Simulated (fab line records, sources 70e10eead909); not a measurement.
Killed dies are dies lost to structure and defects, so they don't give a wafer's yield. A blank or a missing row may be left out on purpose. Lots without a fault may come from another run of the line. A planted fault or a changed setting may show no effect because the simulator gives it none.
fab line records | flow nand_harc
record lots=5 wafers=15 last_day=33
route steps=1302 shown A_DECK1_JOINT@541 A_ONON_D2@545 A_CHANNEL_HOLE_D2@570
lots that met no fault: from a run of the same line without faults
start_h: hours from the record's first day to the start of the lot's first wafer shown | wait_h: hours since the lot's step before | " the same as in the row above | L1.1+2: a row that stands for several wafers | - no value, or no start given | * or withheld: withheld | < > ~ a bound
route shown NAME@n: a module of which the file shows steps, and the number in the route of the first | usual: mean/standard deviation of fault-free wafers | same: alike in all rows | chamber/n: place in a boat | sites: the reading at each site | _std_site: their standard deviation | _edge_site: outer sites' mean less inner sites' | radius_mm: how far each site lies from the wafer's centre | mask NAME#n: copy n | behind: the tool/chamber that last shaped the wafer | hold: why the lot was held/for how many hours/how that ended | device: the transistor (n, p or np) that didn't switch | end of line: the same wafers' tests at the end of the route | a step without rows: its recipe alone | killed: dies lost to structure and defects at the first sort, not the wafer's yield | map: a wafer's dies, x killed, . not, _ none there
set.NAME: the setting as run; set.NAME@STEP: as run at that earlier step | model.NAME: the simulator's own value behind a step, which no gauge read
lots at some steps of the route; a table a step, a row a wafer
services: from which hour (start_h, from the record's first day; less than 0 if before it) a tool's chamber was out of use, for how many hours, and why
## steps
# step NHARC_A_DECK1_JOINT_SRD_15
# columns lot.wafer tool chamber start_h wait_h
L075.2+6+4 wet_bench-06 1,2,4 283.47 0.0
L081.6+3+1 wet_bench-01 2,3,5 360.25 0.0
L085.2+1+3 wet_bench-04 2,4,5 383.51 0.0
L096.4+3+6 wet_bench-04 1,3,5 502.36 0.0
L097.5+6+2 wet_bench-06 4,5,6 502.37 0.0
# step NHARC_A_DECK1_JOINT_DEP_16
# recipe target_thk_a=450 temp_c=400 pressure_torr=6.5 rf_w=900 teos_flow_sccm=161.4 flow_sccm=2650 target_thk_nm=45 gas=O2 material=SiO2
# usual chamber_pressure_Torr=6.501/0.014 heater_power_w=557/88 susceptor_temp_C=400.04/0.24 throttle_valve_pct=15.9/0.48
# columns lot.wafer tool chamber start_h wait_h chamber_pressure_Torr heater_power_w susceptor_temp_C throttle_valve_pct
L075.2 pecvd-03 0 283.62 0.1 6.515 487 399.90 15.2
L075.4 " 2 " " 6.490 482 399.89 16.2
L075.6 " 0 " " 6.500 484 399.91 14.9
L081.1 pecvd-04 0 360.40 0.1 6.503 584 400.09 16.4
L081.3 " 1 " " 6.508 619 399.85 15.6
L081.6 " 0 " " 6.528 608 399.81 16.3
L085.2 pecvd-04 0 383.60 0.1 6.493 592 400.05 16.4
L085.1 " 1 " " 6.502 550 399.95 15.9
L085.3 " 2 " " 6.485 669 400.28 15.7
L096.3 pecvd-03 0 502.45 0.1 6.484 613 400.64 14.9
L096.6 " 0 " " 6.502 611 400.55 15.2
L096.4 " 2 " " 6.483 451 399.95 15.3
L097.2 pecvd-02 2 502.48 0.1 6.497 517 400.21 16.1
L097.6 " 2 " " 6.498 510 400.48 16.3
L097.5 " 0 " " 6.495 551 399.54 16.1
# step NHARC_A_DECK1_JOINT_THK_MEAS_17
# recipe thk_meas_gauge=ellipsometry
# usual thk_nm=44.9/1.1
# columns lot.wafer tool chamber start_h wait_h thk_nm
L075.2 film_metro-02 - 283.84 0.2 45.3
L075.4 " - " " 44.8
L075.6 " - " " 46.4
L081.1 film_metro-01 - 360.65 0.2 45.5
L081.3 " - " " 45.6
L081.6 " - " " 45.0
L085.1 film_metro-01 - 383.90 0.2 44.8
L085.2 " - " " 44.9
L085.3 " - " " 43.7
L097.2 film_metro-02 - 502.73 0.2 44.0
L097.5 " - " " 46.1
L097.6 " - " " 45.3
L096.3 film_metro-01 - 502.73 0.3 44.0
L096.4 " - " " 46.3
L096.6 " - " " 43.8
# step NHARC_A_DECK1_JOINT_INSPECT_05
# usual raw_defect_count=339/120
# columns lot.wafer tool chamber start_h wait_h raw_defect_count
L075.2 defect_inspect-01 - 283.88 0.0 570
L075.4 " - " " 334
L075.6 " - " " 286
L081.1 defect_inspect-01 - 360.69 0.0 513
L081.3 " - " " 379
L081.6 " - " " 383
L085.1 defect_inspect-01 - 388.18 4.3 342
L085.2 " - " " 521
L085.3 " - " " 414
L097.2 defect_inspect-01 - 502.77 0.0 239
L097.5 " - " " 383
L097.6 " - " " 339
L096.3 defect_inspect-02 - 502.77 0.0 273
L096.4 " - " " 261
L096.6 " - " " 275
# step NHARC_A_ONON_D2_DEP_00
# recipe target_thk_a=10000 n2_flow_sccm=2750 n2o_flow_sccm=2000 nh3_flow_sccm=500 sih4_flow_sccm=210 temp_c=400
# usual susceptor_temp_C=399.99/0.21
# columns lot.wafer tool chamber start_h wait_h susceptor_temp_C
L075.2 pecvd_onon-04 0 284.00 0.1 399.77
L075.4 " 0 " " 399.85
L075.6 " 0 " " 399.71
L081.1 pecvd_onon-01 0 360.75 0.1 399.79
L081.3 " 0 " " 400.38
L081.6 " 0 " " 399.96
L085.1 pecvd_onon-01 0 388.27 0.1 399.82
L085.2 " 0 " " 399.86
L085.3 " 0 " " 400.10
L097.2 pecvd_onon-01 0 502.89 0.1 400.18
L097.5 " 0 " " 399.90
L097.6 " 0 " " 400.08
L096.3 pecvd_onon-02 0 502.95 0.2 399.56
L096.4 " 0 " " 399.73
L096.6 " 0 " " 399.72
# step NHARC_A_ONON_D2_THK_MEAS_02
# recipe thk_meas_gauge=ellipsometry
# usual thk_nm=997/9
# columns lot.wafer tool chamber start_h wait_h thk_nm
L075.2 film_metro-01 - 284.46 - 1009
L075.4 " - " " 1010
L075.6 " - " " 1007
L081.1 film_metro-01 - 361.26 - 1008
L081.3 " - " " 1007
L081.6 " - " " 1006
L085.1 film_metro-01 - 388.78 - 988
L085.2 " - " " 987
L085.3 " - " " 988
L096.3 film_metro-02 - 503.34 - 998
L096.4 " - " " 999
L096.6 " - " " 998
L097.2 film_metro-01 - 503.35 - 991
L097.5 " - " " 993
L097.6 " - " " 991
# step NHARC_A_ONON_D2_DEP_03
# recipe target_thk_a=10000 n2_flow_sccm=2750 n2o_flow_sccm=2000 nh3_flow_sccm=500 sih4_flow_sccm=210 temp_c=400
# usual susceptor_temp_C=399.99/0.22
# columns lot.wafer tool chamber start_h wait_h susceptor_temp_C
L075.2 pecvd_onon-04 0 284.57 0.1 400.09
L075.4 " 0 " " 400.08
L075.6 " 0 " " 400.01
L081.1 pecvd_onon-01 0 361.32 0.1 400.12
L081.3 " 0 " " 400.19
L081.6 " 0 " " 399.99
L085.1 pecvd_onon-04 0 388.84 0.1 399.97
L085.2 " 0 " " 400.14
L085.3 " 0 " " 399.90
L097.2 pecvd_onon-01 0 503.46 0.1 400.20
L097.5 " 0 " " 400.12
L097.6 " 0 " " 400.34
L096.3 pecvd_onon-02 0 503.51 0.2 400.22
L096.4 " 0 " " 400.47
L096.6 " 0 " " 400.37
# step NHARC_A_ONON_D2_THK_MEAS_05
# recipe thk_meas_gauge=ellipsometry
# usual thk_nm=1000/14
# columns lot.wafer tool chamber start_h wait_h thk_nm
L075.2 film_metro-02 - 285.02 - 1002
L075.4 " - " " 1003
L075.6 " - " " 1002
L081.1 film_metro-02 - 361.84 - 995
L081.3 " - " " 994
L081.6 " - " " 996
L085.1 film_metro-02 - 389.37 - 1003
L085.2 " - " " 1004
L085.3 " - " " 1005
L096.3 film_metro-01 - 503.91 - 995
L096.4 " - " " 996
L096.6 " - " " 996
L097.2 film_metro-02 - 503.91 - 974
L097.5 " - " " 974
L097.6 " - " " 975
# step NHARC_A_ONON_D2_DEP_06
# recipe target_thk_a=10000 n2_flow_sccm=2750 n2o_flow_sccm=2000 nh3_flow_sccm=500 sih4_flow_sccm=210 temp_c=400
# usual susceptor_temp_C=399.99/0.22
# columns lot.wafer tool chamber start_h wait_h susceptor_temp_C
L075.2 pecvd_onon-01 0 285.13 0.1 400.09
L075.4 " 0 " " 400.21
L075.6 " 0 " " 400.23
L081.1 pecvd_onon-01 0 361.89 0.1 399.96
L081.3 " 0 " " 400.05
L081.6 " 0 " " 399.94
L085.1 pecvd_onon-02 0 389.42 0.1 399.67
L085.2 " 0 " " 399.96
L085.3 " 0 " " 400.14
L097.2 pecvd_onon-01 0 504.03 0.1 399.85
L097.5 " 0 " " 399.68
L097.6 " 0 " " 399.90
L096.3 pecvd_onon-02 0 504.08 0.2 400.00
L096.4 " 0 " " 400.20
L096.6 " 0 " " 399.97
# step NHARC_A_ONON_D2_THK_MEAS_08
# recipe thk_meas_gauge=ellipsometry
# usual thk_nm=1001/12
# columns lot.wafer tool chamber start_h wait_h thk_nm
L075.2 film_metro-02 - 285.61 - 993
L075.4 " - " " 992
L075.6 " - " " 993
L081.1 film_metro-01 - 362.40 - 995
L081.3 " - " " 997
L081.6 " - " " 997
L085.1 film_metro-01 - 389.94 - 965
L085.2 " - " " 967
L085.3 " - " " 971
L096.3 film_metro-02 - 504.48 - 997
L096.4 " - " " 997
L096.6 " - " " 998
L097.2 film_metro-02 - 504.48 - 1017
L097.5 " - " " 1014
L097.6 " - " " 1015
# step NHARC_A_ONON_D2_DEP_09
# recipe target_thk_a=10000 n2_flow_sccm=2750 n2o_flow_sccm=2000 nh3_flow_sccm=500 sih4_flow_sccm=210 temp_c=400
# usual susceptor_temp_C=399.96/0.23
# columns lot.wafer tool chamber start_h wait_h susceptor_temp_C
L075.2 pecvd_onon-02 0 285.73 0.1 399.96
L075.4 " 0 " " 399.60
L075.6 " 0 " " 399.64
L081.1 pecvd_onon-01 0 362.46 0.1 399.81
L081.3 " 0 " " 400.12
L081.6 " 0 " " 399.92
L085.1 pecvd_onon-02 0 390.00 0.1 399.62
L085.2 " 0 " " 399.82
L085.3 " 0 " " 399.92
L097.2 pecvd_onon-01 0 504.59 0.1 400.22
L097.5 " 0 " " 400.02
L097.6 " 0 " " 400.38
L096.3 pecvd_onon-02 0 504.65 0.2 399.73
L096.4 " 0 " " 399.73
L096.6 " 0 " " 399.76
# step NHARC_A_ONON_D2_THK_MEAS_11
# recipe thk_meas_gauge=ellipsometry
# usual thk_nm=1001/12
# columns lot.wafer tool chamber start_h wait_h thk_nm
L075.2 film_metro-01 - 286.18 - 985
L075.4 " - " " 985
L075.6 " - " " 982
L081.1 film_metro-01 - 362.97 - 992
L081.3 " - " " 992
L081.6 " - " " 992
L085.1 film_metro-01 - 390.51 - 1006
L085.2 " - " " 1005
L085.3 " - " " 1004
L096.3 film_metro-02 - 505.04 - 1029
L096.4 " - " " 1029
L096.6 " - " " 1029
L097.2 film_metro-01 - 505.05 - 1013
L097.5 " - " " 1011
L097.6 " - " " 1013
# step NHARC_A_ONON_D2_DEP_12
# recipe target_thk_a=10000 n2_flow_sccm=2750 n2o_flow_sccm=2000 nh3_flow_sccm=500 sih4_flow_sccm=210 temp_c=400
# usual susceptor_temp_C=399.96/0.21
# columns lot.wafer tool chamber start_h wait_h susceptor_temp_C
L075.2 pecvd_onon-04 0 286.30 0.1 399.87
L075.4 " 0 " " 399.76
L075.6 " 0 " " 400.04
L081.1 pecvd_onon-01 0 363.02 0.1 399.93
L081.3 " 0 " " 400.08
L081.6 " 0 " " 399.59
L085.1 pecvd_onon-01 0 390.56 0.1 399.66
L085.2 " 0 " " 400.05
L085.3 " 0 " " 399.80
L097.2 pecvd_onon-02 0 505.16 0.1 399.78
L097.5 " 0 " " 400.11
L097.6 " 0 " " 399.94
L096.3 pecvd_onon-04 0 505.22 0.2 399.74
L096.4 " 0 " " 399.96
L096.6 " 0 " " 399.65
# step NHARC_A_ONON_D2_THK_MEAS_14
# recipe thk_meas_gauge=ellipsometry
# usual thk_nm=999/8.3
# columns lot.wafer tool chamber start_h wait_h thk_nm
L075.2 film_metro-02 - 286.75 - 992
L075.4 " - " " 992
L075.6 " - " " 992
L081.1 film_metro-01 - 363.54 - 1000
L081.3 " - " " 1000
L081.6 " - " " 1000
L085.1 film_metro-02 - 391.08 - 994
L085.2 " - " " 994
L085.3 " - " " 993
L096.3 film_metro-02 - 505.61 - 998
L096.4 " - " " 998
L096.6 " - " " 997
L097.2 film_metro-01 - 505.61 - 1002
L097.5 " - " " 1003
L097.6 " - " " 1001
# step NHARC_A_ONON_D2_ANNEAL_15
# recipe temp_c=750 time_s=3600
# usual zone_power_top_pct=28/5.2
# same time_s=3600
# columns lot.wafer tool chamber start_h wait_h zone_power_top_pct
L075.2 furnace-05 0 290.10 3.4 33
L075.4 " 0 " " 35
L075.6 " 0 " " 34
L081.1 furnace-02 0 367.04 3.5 23
L081.3 " 0 " " 23
L081.6 " 0 " " 23
L085.1 furnace-05 0 394.28 3.2 34
L085.2 " 0 " " 34
L085.3 " 0 " " 34
L096.3 furnace-02 0 509.29 3.7 23
L096.4 " 0 " " 23
L096.6 " 0 " " 23
L097.2 furnace-02 0 509.29 3.7 23
L097.5 " 0 " " 23
L097.6 " 0 " " 23
# step NHARC_A_ONON_D2_DEP_16
# recipe target_thk_a=10000 n2_flow_sccm=2750 n2o_flow_sccm=2000 nh3_flow_sccm=500 sih4_flow_sccm=210 temp_c=400
# usual susceptor_temp_C=400.02/0.23
# columns lot.wafer tool chamber start_h wait_h susceptor_temp_C
L075.2 pecvd_onon-01 0 294.00 0.4 399.65
L075.4 " 0 " " 399.79
L075.6 " 0 " " 399.61
L081.1 pecvd_onon-04 0 370.88 0.4 400.66
L081.3 " 0 " " 400.19
L081.6 " 0 " " 399.98
L085.1 pecvd_onon-01 0 398.07 0.4 399.99
L085.2 " 0 " " 400.36
L085.3 " 0 " " 400.28
L097.2 pecvd_onon-01 0 513.21 0.4 400.09
L097.5 " 0 " " 400.20
L097.6 " 0 " " 399.85
L096.3 pecvd_onon-02 0 513.27 0.5 399.85
L096.4 " 0 " " 400.08
L096.6 " 0 " " 399.99
# step NHARC_A_ONON_D2_THK_MEAS_18
# recipe thk_meas_gauge=ellipsometry
# usual thk_nm=1000/8.3
# columns lot.wafer tool chamber start_h wait_h thk_nm
L075.2 film_metro-01 - 294.45 - 1007
L075.4 " - " " 1006
L075.6 " - " " 1006
L081.1 film_metro-02 - 371.40 - 1002
L081.3 " - " " 1001
L081.6 " - " " 1001
L085.1 film_metro-02 - 398.58 - 997
L085.2 " - " " 997
L085.3 " - " " 997
L096.3 film_metro-02 - 513.67 - 1002
L096.4 " - " " 1001
L096.6 " - " " 1000
L097.2 film_metro-01 - 513.67 - 1000
L097.5 " - " " 1001
L097.6 " - " " 1002
# step NHARC_A_ONON_D2_DEP_19
# recipe target_thk_a=10000 n2_flow_sccm=2750 n2o_flow_sccm=2000 nh3_flow_sccm=500 sih4_flow_sccm=210 temp_c=400
# usual susceptor_temp_C=400.00/0.21
# columns lot.wafer tool chamber start_h wait_h susceptor_temp_C
L075.2 pecvd_onon-04 0 294.57 0.1 399.94
L075.4 " 0 " " 399.96
L075.6 " 0 " " 400.08
L081.1 pecvd_onon-01 0 371.59 0.2 400.01
L081.3 " 0 " " 400.34
L081.6 " 0 " " 400.08
L085.1 pecvd_onon-02 0 398.63 0.1 399.73
L085.2 " 0 " " 399.99
L085.3 " 0 " " 400.30
L097.2 pecvd_onon-02 0 513.78 0.1 400.12
L097.5 " 0 " " 400.18
L097.6 " 0 " " 400.17
L096.3 pecvd_onon-04 0 513.84 0.2 399.83
L096.4 " 0 " " 399.77
L096.6 " 0 " " 399.72
# step NHARC_A_ONON_D2_THK_MEAS_21
# recipe thk_meas_gauge=ellipsometry
# usual thk_nm=1000/10
# columns lot.wafer tool chamber start_h wait_h thk_nm
L075.2 film_metro-01 - 295.03 - 999
L075.4 " - " " 997
L075.6 " - " " 999
L081.1 film_metro-02 - 372.10 - 1014
L081.3 " - " " 1013
L081.6 " - " " 1014
L085.1 film_metro-01 - 399.15 - 993
L085.2 " - " " 994
L085.3 " - " " 994
L096.3 film_metro-02 - 514.23 - 1001
L096.4 " - " " 1002
L096.6 " - " " 1003
L097.2 film_metro-01 - 514.23 - 994
L097.5 " - " " 993
L097.6 " - " " 994
# step NHARC_A_ONON_D2_DEP_22
# recipe target_thk_a=10000 n2_flow_sccm=2750 n2o_flow_sccm=2000 nh3_flow_sccm=500 sih4_flow_sccm=210 temp_c=400
# usual susceptor_temp_C=400.00/0.21
# columns lot.wafer tool chamber start_h wait_h susceptor_temp_C
L075.2 pecvd_onon-02 0 295.14 0.1 399.99
L075.4 " 0 " " 400.01
L075.6 " 0 " " 399.99
L081.1 pecvd_onon-04 0 372.16 0.1 400.02
L081.3 " 0 " " 399.83
L081.6 " 0 " " 399.79
L085.1 pecvd_onon-04 0 399.20 0.1 400.43
L085.2 " 0 " " 400.10
L085.3 " 0 " " 400.19
L097.2 pecvd_onon-04 0 514.35 0.1 400.20
L097.5 " 0 " " 399.98
L097.6 " 0 " " 399.49
L096.3 pecvd_onon-01 0 514.41 0.2 400.08
L096.4 " 0 " " 399.69
L096.6 " 0 " " 400.00
# step NHARC_A_ONON_D2_THK_MEAS_24
# recipe thk_meas_gauge=ellipsometry
# usual thk_nm=1002/10
# columns lot.wafer tool chamber start_h wait_h thk_nm
L075.2 film_metro-02 - 295.59 - 992
L075.4 " - " " 994
L075.6 " - " " 991
L081.1 film_metro-02 - 372.67 - 1003
L081.3 " - " " 1002
L081.6 " - " " 1001
L085.1 film_metro-01 - 399.72 - 973
L085.2 " - " " 975
L085.3 " - " " 975
L096.3 film_metro-02 - 514.80 - 986
L096.4 " - " " 986
L096.6 " - " " 986
L097.2 film_metro-01 - 514.81 - 997
L097.5 " - " " 997
L097.6 " - " " 995
# step NHARC_A_ONON_D2_DEP_25
# recipe target_thk_a=10000 n2_flow_sccm=2750 n2o_flow_sccm=2000 nh3_flow_sccm=500 sih4_flow_sccm=210 temp_c=400
# usual susceptor_temp_C=399.99/0.23
# columns lot.wafer tool chamber start_h wait_h susceptor_temp_C
L075.2 pecvd_onon-01 0 295.70 0.1 399.78
L075.4 " 0 " " 399.90
L075.6 " 0 " " 400.29
L081.1 pecvd_onon-01 0 372.73 0.1 400.34
L081.3 " 0 " " 400.06
L081.6 " 0 " " 400.01
L085.1 pecvd_onon-01 0 399.77 0.1 399.95
L085.2 " 0 " " 399.82
L085.3 " 0 " " 399.51
L097.2 pecvd_onon-01 0 514.92 0.1 399.94
L097.5 " 0 " " 399.76
L097.6 " 0 " " 399.87
L096.3 pecvd_onon-02 0 514.98 0.2 399.69
L096.4 " 0 " " 400.36
L096.6 " 0 " " 400.10
# step NHARC_A_ONON_D2_THK_MEAS_27
# recipe thk_meas_gauge=ellipsometry
# usual thk_nm=1000/9.2
# columns lot.wafer tool chamber start_h wait_h thk_nm
L075.2 film_metro-01 - 296.16 - 1004
L075.4 " - " " 1004
L075.6 " - " " 1005
L081.1 film_metro-01 - 373.24 - 994
L081.3 " - " " 993
L081.6 " - " " 995
L085.1 film_metro-01 - 400.28 - 1008
L085.2 " - " " 1011
L085.3 " - " " 1010
L097.2 film_metro-02 - 515.37 - 986
L097.5 " - " " 985
L097.6 " - " " 986
L096.3 film_metro-01 - 515.37 - 1001
L096.4 " - " " 1002
L096.6 " - " " 1001
# step NHARC_A_ONON_D2_DEP_28
# recipe target_thk_a=10000 n2_flow_sccm=2750 n2o_flow_sccm=2000 nh3_flow_sccm=500 sih4_flow_sccm=210 temp_c=400
# usual susceptor_temp_C=400.03/0.21
# columns lot.wafer tool chamber start_h wait_h susceptor_temp_C
L075.2 pecvd_onon-04 0 296.27 0.1 400.26
L075.4 " 0 " " 400.25
L075.6 " 0 " " 399.89
L081.1 pecvd_onon-04 0 373.29 0.1 400.17
L081.3 " 0 " " 399.78
L081.6 " 0 " " 399.88
L085.1 pecvd_onon-04 0 400.34 0.1 400.11
L085.2 " 0 " " 399.87
L085.3 " 0 " " 399.90
L097.2 pecvd_onon-04 0 515.48 0.1 400.26
L097.5 " 0 " " 399.92
L097.6 " 0 " " 399.97
L096.3 pecvd_onon-01 0 515.54 0.2 400.18
L096.4 " 0 " " 399.96
L096.6 " 0 " " 399.92
# step NHARC_A_ONON_D2_THK_MEAS_30
# recipe thk_meas_gauge=ellipsometry
# usual thk_nm=1001/8
# columns lot.wafer tool chamber start_h wait_h thk_nm
L075.2 film_metro-01 - 296.73 - 1004
L075.4 " - " " 1004
L075.6 " - " " 1003
L081.1 film_metro-02 - 373.81 - 1018
L081.3 " - " " 1018
L081.6 " - " " 1017
L085.1 film_metro-02 - 400.84 - 1006
L085.2 " - " " 1006
L085.3 " - " " 1005
L097.2 film_metro-01 - 515.93 - 1003
L097.5 " - " " 1004
L097.6 " - " " 1004
L096.3 film_metro-02 - 515.93 - 1000
L096.4 " - " " 1000
L096.6 " - " " 1001
# step NHARC_A_ONON_D2_DEP_33
# recipe target_thk_a=2000 temp_c=400 pressure_torr=6.5 rf_w=900 teos_flow_sccm=161.4 flow_sccm=2650 target_thk_nm=200 gas=O2 material=SiO2
# usual chamber_pressure_Torr=6.500/0.015 heater_power_w=561/86 susceptor_temp_C=399.99/0.25 throttle_valve_pct=15.8/0.39
# columns lot.wafer tool chamber start_h wait_h chamber_pressure_Torr heater_power_w susceptor_temp_C throttle_valve_pct
L075.2 pecvd-01 1 296.87 0.1 6.508 597 400.00 15.8
L075.6 " 2 " " 6.489 432 399.75 16.2
L075.4 " 1 " " 6.495 611 400.28 15.8
L081.1 pecvd-01 0 373.94 0.1 6.505 574 399.94 15.4
L081.3 " 2 " " 6.489 456 399.72 15.5
L081.6 " 1 " " 6.487 552 400.53 15.6
L085.2 pecvd-01 1 400.90 0.1 6.503 640 399.95 16.0
L085.3 " 2 " " 6.514 499 400.33 16.0
L085.1 " 0 " " 6.485 538 400.25 15.7
L096.3 pecvd-04 2 515.99 0.1 6.501 725 400.32 15.5
L096.4 " 2 " " 6.504 702 400.34 15.9
L096.6 " 0 " " 6.511 581 399.98 16.0
L097.2 pecvd-01 0 516.03 0.1 6.519 594 400.08 15.8
L097.6 " 0 " " 6.506 440 399.79 15.9
L097.5 " 1 " " 6.498 597 400.05 15.7
# step NHARC_A_ONON_D2_THK_MEAS_34
# recipe thk_meas_gauge=ellipsometry
# usual thk_nm=200/3.3
# columns lot.wafer tool chamber start_h wait_h thk_nm
L075.2 film_metro-01 - 297.20 - 196
L075.4 " - " " 204
L075.6 " - " " 203
L081.1 film_metro-01 - 374.35 - 195
L081.3 " - " " 200
L081.6 " - " " 203
L085.1 film_metro-02 - 401.31 - 198
L085.2 " - " " 197
L085.3 " - " " 198
L097.2 film_metro-01 - 516.40 - 199
L097.5 " - " " 204
L097.6 " - " " 199
L096.3 film_metro-02 - 516.41 - 194
L096.4 " - " " 203
L096.6 " - " " 200
# step NHARC_A_ONON_D2_INSPECT_32
# usual raw_defect_count=418/140
# columns lot.wafer tool chamber start_h wait_h raw_defect_count
L075.2 defect_inspect-01 - 297.26 0.0 744
L075.4 " - " " 416
L075.6 " - " " 370
L081.1 defect_inspect-02 - 374.42 0.0 515
L081.3 " - " " 377
L081.6 " - " " 412
L085.1 defect_inspect-01 - 401.38 0.0 416
L085.2 " - " " 628
L085.3 " - " " 483
L097.2 defect_inspect-02 - 516.46 0.0 253
L097.5 " - " " 407
L097.6 " - " " 355
L096.3 defect_inspect-01 - 516.48 0.0 403
L096.4 " - " " 390
L096.6 " - " " 407
# step NHARC_A_CHANNEL_HOLE_D2_DEP_00
# recipe target_thk_a=31000 temp_c=400 material=aC
# usual susceptor_temp_C=400.01/0.21 throttle_valve_pct=34.999/0.0092
# columns lot.wafer tool chamber start_h wait_h susceptor_temp_C throttle_valve_pct
L075.2 acl_dep-01 0 299.24 2.0 399.76 34.991
L075.4 " 0 " " 400.28 35.007
L075.6 " 0 " " 399.58 34.989
L081.1 acl_dep-02 0 379.68 5.3 399.97 35.005
L081.3 " 0 " " 400.01 34.995
L081.6 " 0 " " 399.70 34.998
L085.1 acl_dep-01 0 401.44 0.1 399.86 35.006
L085.2 " 0 " " 400.07 35.007
L085.3 " 0 " " 400.10 34.994
L097.2 acl_dep-01 0 516.84 0.4 - 35.001
L097.5 " 0 " " - 34.992
L097.6 " 0 " " - 34.989
L096.3 acl_dep-03 0 518.40 1.9 - 35.003
L096.4 " 0 " " - 34.983
L096.6 " 0 " " - 35.006
# step NHARC_A_CHANNEL_HOLE_D2_DEP_01
# recipe target_thk_a=1400 target_thk_nm=140 temp_c=400 pressure_torr=3.5 flow_sccm=200 rf_w=350 material=SiON
# usual chamber_pressure_Torr=3.501/0.0075 heater_power_w=766/90 susceptor_temp_C=400.02/0.22
# columns lot.wafer tool chamber start_h wait_h chamber_pressure_Torr heater_power_w susceptor_temp_C
L075.2 pecvd-04 0 300.87 1.3 3.499 654 399.87
L075.6 " 2 " " 3.511 941 399.76
L075.4 " 1 " " 3.511 768 400.38
L081.1 pecvd-04 1 381.60 1.6 3.495 738 400.10
L081.3 " 2 " " 3.506 936 399.76
L081.6 " 1 " " 3.502 759 400.10
L085.2 pecvd-04 0 403.37 1.3 3.503 702 399.88
L085.1 " 1 " " 3.509 818 400.14
L085.3 " 2 " " 3.493 926 400.46
L097.2 pecvd-01 2 518.46 1.3 3.510 723 400.18
L097.6 " 1 " " 3.511 808 399.65
L097.5 " 0 " " 3.501 743 400.25
L096.3 pecvd-04 2 519.68 1.0 3.506 941 400.11
L096.4 " 0 " " 3.501 697 399.92
L096.6 " 1 " " 3.504 774 400.14
# step NHARC_A_CHANNEL_HOLE_D2_DEHYDRATE_02
# recipe temp_c=150 time_s=120
# usual resist_line_temp_C=22.99/0.11
# same time_s=120
# columns lot.wafer tool chamber start_h wait_h resist_line_temp_C
L075.2 litho_track-06 0 301.11 0.2 22.90
L075.4 " 0 " " 22.97
L075.6 " 0 " " 22.78
L081.1 litho_track-01 0 381.87 0.2 23.00
L081.3 " 0 " " 23.08
L081.6 " 0 " " 22.85
L085.1 litho_track-06 0 403.64 0.2 23.07
L085.2 " 0 " " 22.97
L085.3 " 0 " " 22.79
L097.2 litho_track-04 0 518.71 0.2 22.91
L097.5 " 0 " " 22.98
L097.6 " 0 " " 22.84
L096.3 litho_track-01 0 519.96 0.2 22.95
L096.4 " 0 " " 23.08
L096.6 " 0 " " 23.03
# step NHARC_A_CHANNEL_HOLE_D2_HMDS_03
# recipe time_s=30
# usual resist_line_temp_C=23.00/0.097
# same time_s=30
# columns lot.wafer tool chamber start_h wait_h resist_line_temp_C
L075.2 litho_track-06 0 - - 23.09
L075.4 " 0 " " 22.92
L075.6 " 0 " " 22.91
L081.1 litho_track-01 0 - - 22.93
L081.3 " 0 " " 23.15
L081.6 " 0 " " 22.96
L085.1 litho_track-06 0 - - 23.16
L085.2 " 0 " " 23.09
L085.3 " 0 " " 23.12
L097.2 litho_track-04 0 - - 22.92
L097.5 " 0 " " 22.98
L097.6 " 0 " " 23.01
L096.3 litho_track-01 0 - - 23.01
L096.4 " 0 " " 23.05
L096.6 " 0 " " 23.15
# step NHARC_A_CHANNEL_HOLE_D2_COAT_36
# recipe temp_c=260 time_s=75
# usual resist_line_temp_C=23.03/0.094
# same time_s=75
# columns lot.wafer tool chamber start_h wait_h resist_line_temp_C
L075.2 litho_track-06 0 - - 22.87
L075.4 " 0 " " 23.08
L075.6 " 0 " " 23.04
L081.1 litho_track-01 0 - - 23.15
L081.3 " 0 " " 23.10
L081.6 " 0 " " 23.05
L085.1 litho_track-06 0 - - 22.98
L085.2 " 0 " " 22.97
L085.3 " 0 " " 23.07
L097.2 litho_track-04 0 - - 22.99
L097.5 " 0 " " 23.04
L097.6 " 0 " " 23.02
L096.3 litho_track-01 0 - - 23.02
L096.4 " 0 " " 23.06
L096.6 " 0 " " 23.02
# step NHARC_A_CHANNEL_HOLE_D2_COAT_37
# recipe temp_c=225 time_s=65
# usual resist_line_temp_C=23.02/0.096
# same time_s=65
# columns lot.wafer tool chamber start_h wait_h resist_line_temp_C
L075.2 litho_track-06 0 - - 23.06
L075.4 " 0 " " 23.12
L075.6 " 0 " " 23.11
L081.1 litho_track-01 0 - - 22.87
L081.3 " 0 " " 22.80
L081.6 " 0 " " 23.00
L085.1 litho_track-06 0 - - 23.08
L085.2 " 0 " " 22.98
L085.3 " 0 " " 22.99
L097.2 litho_track-04 0 - - 23.00
L097.5 " 0 " " 23.16
L097.6 " 0 " " 22.94
L096.3 litho_track-01 0 - - 23.18
L096.4 " 0 " " 23.17
L096.6 " 0 " " 23.14
# step NHARC_A_CHANNEL_HOLE_D2_COAT_04
# recipe spin_rpm=1500 resist_thk_nm=90
# usual resist_line_temp_C=22.97/0.11 spin_speed_rpm=1500.0/1.3
# columns lot.wafer tool chamber start_h wait_h resist_line_temp_C spin_speed_rpm
L075.2 litho_track-06 0 - - 22.73 1499.7
L075.4 " 0 " " 22.74 1500.5
L075.6 " 0 " " 22.88 1502.5
L081.1 litho_track-01 0 - - 23.06 1501.6
L081.3 " 0 " " 22.96 1501.2
L081.6 " 0 " " 22.90 1502.5
L085.1 litho_track-06 0 - - 22.97 1501.2
L085.2 " 0 " " 22.87 1499.0
L085.3 " 0 " " 22.99 1500.1
L097.2 litho_track-04 0 - - 22.85 1498.2
L097.5 " 0 " " 22.83 1498.9
L097.6 " 0 " " 22.84 1497.7
L096.3 litho_track-01 0 - - 23.22 1500.2
L096.4 " 0 " " 23.20 1499.4
L096.6 " 0 " " 23.01 1499.6
## services
# columns tool chamber start_h hours kind
pecvd-01 1 261.67 7.2 repair
pecvd-04 - 269.04 13.0 pm
pecvd_onon-01 - 269.67 13.0 pm
wet_bench-01 - 277.60 8.0 pm
pecvd_onon-02 - 290.64 2.7 repair
pecvd_onon-04 - 311.00 13.0 pm
pecvd-03 1 311.20 48.7 repair
pecvd-01 - 312.39 13.0 pm
litho_track-01 - 330.00 7.0 pm
litho_track-06 - 354.00 7.0 pm
pecvd-04 - 361.43 4.7 repair
pecvd_onon-02 - 366.09 13.0 pm
pecvd-03 - 366.41 13.0 pm
acl_dep-01 - 366.88 13.0 pm
wet_bench-06 - 369.60 8.0 pm
litho_track-04 - 378.00 7.0 pm
wet_bench-04 - 403.20 8.0 pm
pecvd-03 - 404.03 4.1 repair
pecvd-01 1 408.90 5.2 repair
pecvd-04 - 450.04 13.0 pm
pecvd_onon-01 - 450.67 13.0 pm
pecvd_onon-04 - 492.00 13.0 pm
pecvd-01 - 493.39 13.0 pm
litho_track-01 - 505.00 7.0 pm
## key
fault none
